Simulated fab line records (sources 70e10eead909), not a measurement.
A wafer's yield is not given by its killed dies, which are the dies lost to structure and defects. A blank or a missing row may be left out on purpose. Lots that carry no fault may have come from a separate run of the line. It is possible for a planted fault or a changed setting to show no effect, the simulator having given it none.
fab line records :: flow nand_harc
record
  lots=5
  wafers=15
  last_day=33
route steps=1302 shown A_STAIRCASE@722 END@1302
lots that met no fault: taken from a fault-free run of the same line
start_h: hours from the record's first day to the start of the lot's first wafer shown :: wait_h: hours since the lot's step before :: " identical to the entry in the row above :: L1.1+2: several wafers, shown together as one row :: - no value, or no start given :: * or withheld: withheld :: < > ~ a bound
route shown NAME@n: NAME is a module with steps in the file, n the number in the route of the first one :: usual: mean and standard deviation over wafers with no fault :: same: alike in all rows :: chamber/n: place in a boat :: sites: the reading at each site :: _std_site: how widely they spread, as a standard deviation :: _edge_site: the outer-site mean with the inner-site mean subtracted :: radius_mm: for every site, how far away it sits from the centre of the wafer :: mask NAME#n: copy n :: behind: the most recent tool/chamber to have shaped the wafer :: hold: why the lot went on hold/how many hours it stayed there/how the hold came to an end :: device: names the non-switching transistor (n, p or np) :: end of line: tests run on the same wafers once the route is complete :: a step without rows: its recipe alone :: killed: the dies lost at the first sort to structure and to defects; this is not the yield of the wafer :: map: shows each die of a wafer: x if killed, . if not, _ if none is there
set.NAME: the setting the step ran with; set.NAME@STEP: the setting that earlier step ran with :: model.NAME: the simulator's own value behind a step, which no gauge read
a table for each step, a row for each wafer; lots at some steps of the route
services: a tool's chamber out of use, with start hour (start_h, from the record's first day; less than 0 if before it), hours out, and reason
## steps
# step NHARC_A_STAIRCASE_SRD_208
# step NHARC_A_STAIRCASE_DEHYDRATE_209
# recipe
  temp_c=150
  time_s=120
# step NHARC_A_STAIRCASE_HMDS_210
# recipe
  time_s=30
# step NHARC_A_STAIRCASE_COAT_211
# recipe
  spin_rpm=1200
# step NHARC_A_STAIRCASE_SOFTBAKE_212
# recipe
  temp_c=135
  time_s=170
# step NHARC_A_STAIRCASE_EBR_213
# step NHARC_A_STAIRCASE_EXPOSE_214
# recipe
  na=0.5
  dose_mj=31.26
  mask_id=STAIR_3
# step NHARC_A_STAIRCASE_PEB_215
# recipe
  peb_temp_c=115
  peb_time_s=130
# step NHARC_A_STAIRCASE_DEVELOP_216
# recipe
  time_s=140
# step NHARC_A_STAIRCASE_HARDBAKE_218
# recipe
  temp_c=120
  time_s=140
# step NHARC_A_STAIRCASE_DESCUM_219
# recipe
  time_s=3
  o2_flow_sccm=200
  ar_flow_sccm=0
  bias_power_w=0
  chemistry=O2
# usual
  drypump_motor_current_A=5.9/0.41
  oes_product_au=1.002/0.012
  rf_vpp_V=58.0/0.9
  showerhead_plenum_p_Torr=1.94/0.079
  throttle_valve_pct=11.309/0.0088
lot.wafer: L261.2
tool: rie_diel-09
chamber: 3
start_h: 423.06
wait_h: -
drypump_motor_current_A: 6.4
oes_product_au: 1.004
rf_hours_counter_h: 35
rf_vpp_V: 57.9
showerhead_plenum_p_Torr: 2.05
throttle_valve_pct: 11.299

lot.wafer: L261.1
tool: rie_diel-09
chamber: 0
start_h: 423.06
wait_h: -
drypump_motor_current_A: 5.8
oes_product_au: 1.004
rf_hours_counter_h: 16
rf_vpp_V: 58.0
showerhead_plenum_p_Torr: 1.97
throttle_valve_pct: 11.310

lot.wafer: L261.6
tool: rie_diel-09
chamber: 2
start_h: 423.06
wait_h: -
drypump_motor_current_A: 6.2
oes_product_au: 1.016
rf_hours_counter_h: -
rf_vpp_V: 58.0
showerhead_plenum_p_Torr: 1.94
throttle_valve_pct: 11.314

lot.wafer: L264.1
tool: rie_diel-09
chamber: 2
start_h: 438.39
wait_h: -
drypump_motor_current_A: 6.2
oes_product_au: 1.007
rf_hours_counter_h: 42
rf_vpp_V: 57.4
showerhead_plenum_p_Torr: 1.94
throttle_valve_pct: 11.304

lot.wafer: L264.4
tool: rie_diel-09
chamber: 3
start_h: 438.39
wait_h: -
drypump_motor_current_A: 6.4
oes_product_au: 1.001
rf_hours_counter_h: 43
rf_vpp_V: 58.9
showerhead_plenum_p_Torr: 2.05
throttle_valve_pct: 11.303

lot.wafer: L264.6
tool: rie_diel-09
chamber: 1
start_h: 438.39
wait_h: -
drypump_motor_current_A: 5.9
oes_product_au: 0.997
rf_hours_counter_h: -
rf_vpp_V: 57.4
showerhead_plenum_p_Torr: 1.97
throttle_valve_pct: 11.313

lot.wafer: L274.2
tool: rie_diel-01
chamber: 2
start_h: 550.61
wait_h: -
drypump_motor_current_A: 6.4
oes_product_au: 0.991
rf_hours_counter_h: 49
rf_vpp_V: 57.1
showerhead_plenum_p_Torr: 1.79
throttle_valve_pct: 11.297

lot.wafer: L274.6
tool: rie_diel-01
chamber: 3
start_h: 550.61
wait_h: -
drypump_motor_current_A: 5.8
oes_product_au: 1.003
rf_hours_counter_h: -
rf_vpp_V: 57.8
showerhead_plenum_p_Torr: 1.92
throttle_valve_pct: 11.293

lot.wafer: L274.5
tool: rie_diel-01
chamber: 0
start_h: 550.61
wait_h: -
drypump_motor_current_A: 6.0
oes_product_au: 1.021
rf_hours_counter_h: -
rf_vpp_V: 58.4
showerhead_plenum_p_Torr: 1.80
throttle_valve_pct: 11.311

lot.wafer: L276.2
tool: rie_diel-09
chamber: 1
start_h: 556.51
wait_h: -
drypump_motor_current_A: 5.9
oes_product_au: 0.994
rf_hours_counter_h: 17
rf_vpp_V: 59.0
showerhead_plenum_p_Torr: 1.96
throttle_valve_pct: 11.316

lot.wafer: L276.1
tool: rie_diel-09
chamber: 3
start_h: 556.51
wait_h: -
drypump_motor_current_A: 6.4
oes_product_au: 1.001
rf_hours_counter_h: 16
rf_vpp_V: 61.3
showerhead_plenum_p_Torr: 2.04
throttle_valve_pct: 11.299

lot.wafer: L276.6
tool: rie_diel-09
chamber: 1
start_h: 556.51
wait_h: -
drypump_motor_current_A: 5.9
oes_product_au: 1.001
rf_hours_counter_h: -
rf_vpp_V: 58.4
showerhead_plenum_p_Torr: 1.96
throttle_valve_pct: 11.312

lot.wafer: L278.4
tool: rie_diel-01
chamber: 3
start_h: 593.63
wait_h: -
drypump_motor_current_A: 5.8
oes_product_au: 0.999
rf_hours_counter_h: 9
rf_vpp_V: 58.8
showerhead_plenum_p_Torr: 1.92
throttle_valve_pct: 11.301

lot.wafer: L278.5
tool: rie_diel-01
chamber: 0
start_h: 593.63
wait_h: -
drypump_motor_current_A: 5.9
oes_product_au: 1.010
rf_hours_counter_h: -
rf_vpp_V: 56.1
showerhead_plenum_p_Torr: 1.79
throttle_valve_pct: 11.294

lot.wafer: L278.6
tool: rie_diel-01
chamber: 1
start_h: 593.63
wait_h: -
drypump_motor_current_A: 5.3
oes_product_au: 0.986
rf_hours_counter_h: -
rf_vpp_V: 57.9
showerhead_plenum_p_Torr: 1.85
throttle_valve_pct: 11.315
# step NHARC_A_STAIRCASE_TRIM_220
# recipe
  time_s=211.2
  o2_flow_sccm=500
  ar_flow_sccm=0
  bias_w=0
  chemistry=O2
# usual
  drypump_motor_current_A=5.9/0.43
  oes_product_au=1.002/0.011
  rf_vpp_V=58.0/0.9
  run_length_s=232.4/0.54
  showerhead_plenum_p_Torr=3.58/0.14
  throttle_valve_pct=17.038/0.0089
lot.wafer: L261.2
tool: rie_diel-09
chamber: 2
start_h: 423.14
wait_h: 0.1
drypump_motor_current_A: 6.1
oes_product_au: 1.024
rf_hours_counter_h: 35
rf_vpp_V: 57.6
run_length_s: 231.9
showerhead_plenum_p_Torr: 3.58
throttle_valve_pct: 17.027

lot.wafer: L261.1
tool: rie_diel-09
chamber: 1
start_h: 423.14
wait_h: 0.1
drypump_motor_current_A: 5.9
oes_product_au: 0.988
rf_hours_counter_h: 32
rf_vpp_V: 58.4
run_length_s: 231.5
showerhead_plenum_p_Torr: 3.64
throttle_valve_pct: 17.046

lot.wafer: L261.6
tool: rie_diel-09
chamber: 2
start_h: 423.14
wait_h: 0.1
drypump_motor_current_A: 6.2
oes_product_au: 1.015
rf_hours_counter_h: -
rf_vpp_V: 56.5
run_length_s: 232.0
showerhead_plenum_p_Torr: 3.58
throttle_valve_pct: 17.037

lot.wafer: L264.1
tool: rie_diel-09
chamber: 1
start_h: 438.49
wait_h: 0.1
drypump_motor_current_A: 5.9
oes_product_au: 0.982
rf_hours_counter_h: 39
rf_vpp_V: 57.7
run_length_s: 231.7
showerhead_plenum_p_Torr: 3.63
throttle_valve_pct: 17.037

lot.wafer: L264.4
tool: rie_diel-09
chamber: 2
start_h: 438.49
wait_h: 0.1
drypump_motor_current_A: 6.2
oes_product_au: 1.022
rf_hours_counter_h: 42
rf_vpp_V: 57.5
run_length_s: 232.1
showerhead_plenum_p_Torr: 3.57
throttle_valve_pct: 17.044

lot.wafer: L264.6
tool: rie_diel-09
chamber: 0
start_h: 438.49
wait_h: 0.1
drypump_motor_current_A: 5.8
oes_product_au: 0.989
rf_hours_counter_h: -
rf_vpp_V: 60.2
run_length_s: 170.1
showerhead_plenum_p_Torr: 3.62
throttle_valve_pct: 17.042

lot.wafer: L274.2
tool: rie_diel-01
chamber: 0
start_h: 550.67
wait_h: 0.1
drypump_motor_current_A: 6.0
oes_product_au: 1.001
rf_hours_counter_h: 53
rf_vpp_V: 56.0
run_length_s: 233.1
showerhead_plenum_p_Torr: 3.33
throttle_valve_pct: 17.040

lot.wafer: L274.6
tool: rie_diel-01
chamber: 0
start_h: 550.67
wait_h: 0.1
drypump_motor_current_A: 6.0
oes_product_au: 1.009
rf_hours_counter_h: -
rf_vpp_V: 56.8
run_length_s: 232.9
showerhead_plenum_p_Torr: 3.33
throttle_valve_pct: 17.030

lot.wafer: L274.5
tool: rie_diel-01
chamber: 1
start_h: 550.67
wait_h: 0.1
drypump_motor_current_A: 5.3
oes_product_au: 0.987
rf_hours_counter_h: -
rf_vpp_V: 58.1
run_length_s: 233.1
showerhead_plenum_p_Torr: 3.43
throttle_valve_pct: 17.025

lot.wafer: L276.2
tool: rie_diel-09
chamber: 3
start_h: 556.59
wait_h: 0.1
drypump_motor_current_A: 6.4
oes_product_au: 0.995
rf_hours_counter_h: 16
rf_vpp_V: 56.8
run_length_s: 231.8
showerhead_plenum_p_Torr: 3.74
throttle_valve_pct: 17.043

lot.wafer: L276.1
tool: rie_diel-09
chamber: 2
start_h: 556.59
wait_h: 0.1
drypump_motor_current_A: 6.2
oes_product_au: 1.021
rf_hours_counter_h: 14
rf_vpp_V: 58.3
run_length_s: 232.1
showerhead_plenum_p_Torr: 3.55
throttle_valve_pct: 17.045

lot.wafer: L276.6
tool: rie_diel-09
chamber: 0
start_h: 556.59
wait_h: 0.1
drypump_motor_current_A: 5.8
oes_product_au: 1.023
rf_hours_counter_h: -
rf_vpp_V: 58.5
run_length_s: 232.3
showerhead_plenum_p_Torr: 3.60
throttle_valve_pct: 17.059

lot.wafer: L278.4
tool: rie_diel-01
chamber: 2
start_h: 593.72
wait_h: 0.1
drypump_motor_current_A: 6.4
oes_product_au: 0.985
rf_hours_counter_h: 9
rf_vpp_V: 56.3
run_length_s: 232.9
showerhead_plenum_p_Torr: 3.32
throttle_valve_pct: 17.050

lot.wafer: L278.6
tool: rie_diel-01
chamber: 0
start_h: 593.72
wait_h: 0.1
drypump_motor_current_A: 6.0
oes_product_au: 1.003
rf_hours_counter_h: -
rf_vpp_V: 59.5
run_length_s: 233.5
showerhead_plenum_p_Torr: 3.32
throttle_valve_pct: 17.040

lot.wafer: L278.5
tool: rie_diel-01
chamber: 1
start_h: 593.72
wait_h: 0.1
drypump_motor_current_A: 5.2
oes_product_au: 0.983
rf_hours_counter_h: -
rf_vpp_V: 57.9
run_length_s: 233.2
showerhead_plenum_p_Torr: 3.43
throttle_valve_pct: 17.043
# step NHARC_A_STAIRCASE_ETCH_221
# recipe
  target_depth_a=1000
  time_s=40.5
  ion_energy_ev=400
  c4f8_flow_sccm=20
  o2_flow_sccm=10
  ar_flow_sccm=withheld
  rf_w=600
  bias_w=1000
  chemistry=C4F8/O2
# usual
  oes_product_au=0.940/0.014
  rf_vpp_V=898/5
lot.wafer: L261.2
tool: rie_diel-09
chamber: 1
start_h: -
wait_h: -
oes_product_au: 0.950
rf_hours_counter_h: 32
rf_vpp_V: 899

lot.wafer: L261.1
tool: rie_diel-09
chamber: 2
start_h: -
wait_h: -
oes_product_au: 0.951
rf_hours_counter_h: 35
rf_vpp_V: 897

lot.wafer: L261.6
tool: rie_diel-09
chamber: 0
start_h: -
wait_h: -
oes_product_au: 0.953
rf_hours_counter_h: -
rf_vpp_V: 899

lot.wafer: L264.1
tool: rie_diel-09
chamber: 1
start_h: -
wait_h: -
oes_product_au: 0.935
rf_hours_counter_h: 39
rf_vpp_V: 899

lot.wafer: L264.4
tool: rie_diel-09
chamber: 2
start_h: -
wait_h: -
oes_product_au: 0.955
rf_hours_counter_h: 42
rf_vpp_V: 898

lot.wafer: L264.6
tool: rie_diel-09
chamber: 0
start_h: -
wait_h: -
oes_product_au: 0.941
rf_hours_counter_h: -
rf_vpp_V: 900

lot.wafer: L274.2
tool: rie_diel-01
chamber: 1
start_h: -
wait_h: -
oes_product_au: 0.911
rf_hours_counter_h: 62
rf_vpp_V: 892

lot.wafer: L274.5
tool: rie_diel-01
chamber: 2
start_h: -
wait_h: -
oes_product_au: 0.915
rf_hours_counter_h: -
rf_vpp_V: 888

lot.wafer: L274.6
tool: rie_diel-01
chamber: 3
start_h: -
wait_h: -
oes_product_au: 0.926
rf_hours_counter_h: -
rf_vpp_V: 896

lot.wafer: L276.2
tool: rie_diel-09
chamber: 1
start_h: -
wait_h: -
oes_product_au: 0.925
rf_hours_counter_h: 17
rf_vpp_V: 899

lot.wafer: L276.1
tool: rie_diel-09
chamber: 2
start_h: -
wait_h: -
oes_product_au: 0.941
rf_hours_counter_h: 15
rf_vpp_V: 896

lot.wafer: L276.6
tool: rie_diel-09
chamber: 1
start_h: -
wait_h: -
oes_product_au: 0.913
rf_hours_counter_h: -
rf_vpp_V: 900

lot.wafer: L278.4
tool: rie_diel-01
chamber: 3
start_h: -
wait_h: -
oes_product_au: 0.957
rf_hours_counter_h: 9
rf_vpp_V: 896

lot.wafer: L278.5
tool: rie_diel-01
chamber: 1
start_h: -
wait_h: -
oes_product_au: 0.910
rf_hours_counter_h: -
rf_vpp_V: 892

lot.wafer: L278.6
tool: rie_diel-01
chamber: 2
start_h: -
wait_h: -
oes_product_au: 0.940
rf_hours_counter_h: -
rf_vpp_V: 889
# step NHARC_END_SORT_01
# recipe
  temp_c=25
# usual
  killed_at_array=57/18
  killed_at_other=0.9/1.3
  killed_at_periphery=3.5/2.2
  killed_dies=62/18
  killed_open=3.0/1.7
  killed_short=2.3/1.5
# same
  gross_dies=677
lot.wafer: L264.6
tool: prober-01
chamber: 0
start_h: 655.56
wait_h: 4.0
killed_at_array: 486
killed_at_other: 1
killed_at_periphery: 4
killed_dies: 491
killed_open: 2
killed_short: 1
# killed by level:class
L264.6 A_STAIRCASE:area_trim=398 A_SLIT:chamber_film_flake=36 A_CHANNEL_HOLE_D1:chamber_film_flake=22 A_CHANNEL_HOLE_D2:chamber_film_flake=21 A_CONTACT:chamber_film_flake=4 A_ONON_D2:geometric_particle:open=2 P_STI:chamber_film_flake=2 P_CONTACT:chamber_film_flake=2
# map L264.6 (x killed, . not)
____________x____________
_________xxxxx.x_________
_______xxxxxxxxxxx_______
______xxxxxxxxxxxxx______
_____.xxxxx.x.xxxxxx_____
____xxxxxxxxxx.x.xxxx____
____xxxxxx..xxxxxxxx.____
___xxxx.xxxx...xxxxxxx___
___xxxx.x....xx.xxxxxx___
__xxxxxxx.x...xxx.xxxxx__
__xxxx.xxxx.x.....xxxxx__
_xxxxx....x.xx.xx.xxxxxx_
_xxxxxx......x.x..xxxxxx_
_xxxxx...x...x....xx.xxx_
_xxxxxxxx.x..xx....xxxxx_
_xxxxxxx.x.xx......xxx.._
xxxxxx.x.....x.....x.xxxx
xxxx.x.xx.....xx..xx.xxxx
xxxxxx...xx.....xxx..xxxx
xxxxxx.x..........x.xx.xx
xxxxxx....x.xx..x.x.xxxxx
_xxx.xxxx....xxx.xxx.xxx_
_xxxxxxx.x..xxx.x....xxx_
_xxxxx.x...xxxxxx...xxxx_
_xxxxxx....xxxx.x.x.xxxx_
_xxxxxx.x.x.xxxxxx..x.xx_
__xxxxxxxx.xxxxxxxxxxxx__
__xxxxx..xxxx.xxxx.xxxx__
___xxxxx...x.xxx..xxxx___
___xxxxx..x.xxx.xx.xxx___
____xxxxxxxxx..xxxxxx____
____xxxxxxxxxxxxxxxxx____
_____xxx.x.xxxx.xxxx_____
______xxxxxxxx.xxxx______
_______xxxxxxxxxxx_______
_________xxxxxxx_________
____________x____________
# map L276.6 (x killed, . not)
____________.____________
_________......x_________
_______......x...._______
______.............______
_____..............._____
____.................____
____.................____
___...................___
___...................___
__.....................__
__....x..............x.__
_...xxx................._
_......................x_
_..x...................._
_..x...................._
_......................._
.........................
.........................
.......x..........x......
.........................
.....x.x......x......x...
_.x..x.....xxxx.x......._
_.xx.x.....xx..x.x......_
_xxxx........xxx.x......_
_.xxx.........xx........_
_xxxx......x....x......._
__xxxxx.......xx.x.....__
__x.xx..........x......__
___xxx................___
___.........xx..x.....___
____x................____
____.x...............____
_____..............._____
______.............______
_______..........._______
_________......._________
____________.____________
## services
tool: rie_diel-09
chamber: 0
start_h: 402.97
hours: -
kind: clean

tool: rie_diel-09
chamber: 1
start_h: 402.97
hours: -
kind: clean

tool: rie_diel-09
chamber: 2
start_h: 402.97
hours: -
kind: clean

tool: rie_diel-09
chamber: 3
start_h: 402.97
hours: -
kind: clean

tool: rie_diel-01
chamber: 0
start_h: 407.74
hours: 18.9
kind: repair

tool: rie_diel-09
chamber: 0
start_h: 428.24
hours: -
kind: clean

tool: rie_diel-09
chamber: 1
start_h: 428.24
hours: -
kind: clean

tool: rie_diel-09
chamber: 2
start_h: 428.24
hours: -
kind: clean

tool: rie_diel-09
chamber: 3
start_h: 428.24
hours: -
kind: clean

tool: rie_diel-09
chamber: 1
start_h: 449.41
hours: 13.0
kind: repair

tool: rie_diel-09
chamber: 0
start_h: 452.74
hours: -
kind: clean

tool: rie_diel-09
chamber: 2
start_h: 452.74
hours: -
kind: clean

tool: rie_diel-09
chamber: 3
start_h: 452.74
hours: -
kind: clean

tool: rie_diel-01
chamber: 3
start_h: 455.97
hours: 1.4
kind: repair

tool: rie_diel-09
chamber: -
start_h: 463.31
hours: 1.1
kind: repair

tool: rie_diel-01
chamber: 2
start_h: 476.04
hours: 5.3
kind: repair

tool: rie_diel-09
chamber: 0
start_h: 477.24
hours: -
kind: clean

tool: rie_diel-09
chamber: 1
start_h: 477.24
hours: -
kind: clean

tool: rie_diel-09
chamber: 2
start_h: 477.24
hours: -
kind: clean

tool: rie_diel-09
chamber: 3
start_h: 477.24
hours: -
kind: clean

tool: rie_diel-09
chamber: -
start_h: 497.46
hours: 9.0
kind: pm

tool: rie_diel-09
chamber: 0
start_h: 497.46
hours: 9.0
kind: vent_cycle

tool: rie_diel-09
chamber: 1
start_h: 497.46
hours: 9.0
kind: vent_cycle

tool: rie_diel-01
chamber: -
start_h: 558.24
hours: 9.0
kind: pm
## key
first_sign
  step=NHARC_A_STAIRCASE_TRIM_220
  reading=run_length_s
  direction=down
  sigmas=99+
  usual=*
  struck=*
effect
  step=NHARC_END_SORT_01
  reading=killed_dies
  direction=up
  sigmas=24
  usual=62
  struck=491
more_kills_born_at
  NHARC_A_STAIRCASE_TRIM_220@rie_diel-09=398
met_at NHARC_A_STAIRCASE_TRIM_220
struck_wafers L264.6
later_rows_left_out L264.6
tester_left_out L264
fault
  kind=process_parameter_drift
  tool=rie_diel-09
  chamber=0
  onset_h=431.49
  steps=NHARC_A_STAIRCASE_TRIM_220
  channel=time_s
  offset=*
  shape=step
  end_h=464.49
  acts_in=*
  stated=*
# tester_left_out: of these lots the tester's yield and bins aren't shown, on N5 and GAA mostly nor the transistor test; their killed dies are dies lost to structure and defects alone, not to doping, threshold or leakage, so they don't give the yield
# later_rows_left_out: the simulator's readings of these wafers behind a module that went badly wrong aren't trusted and aren't shown, but for the sort
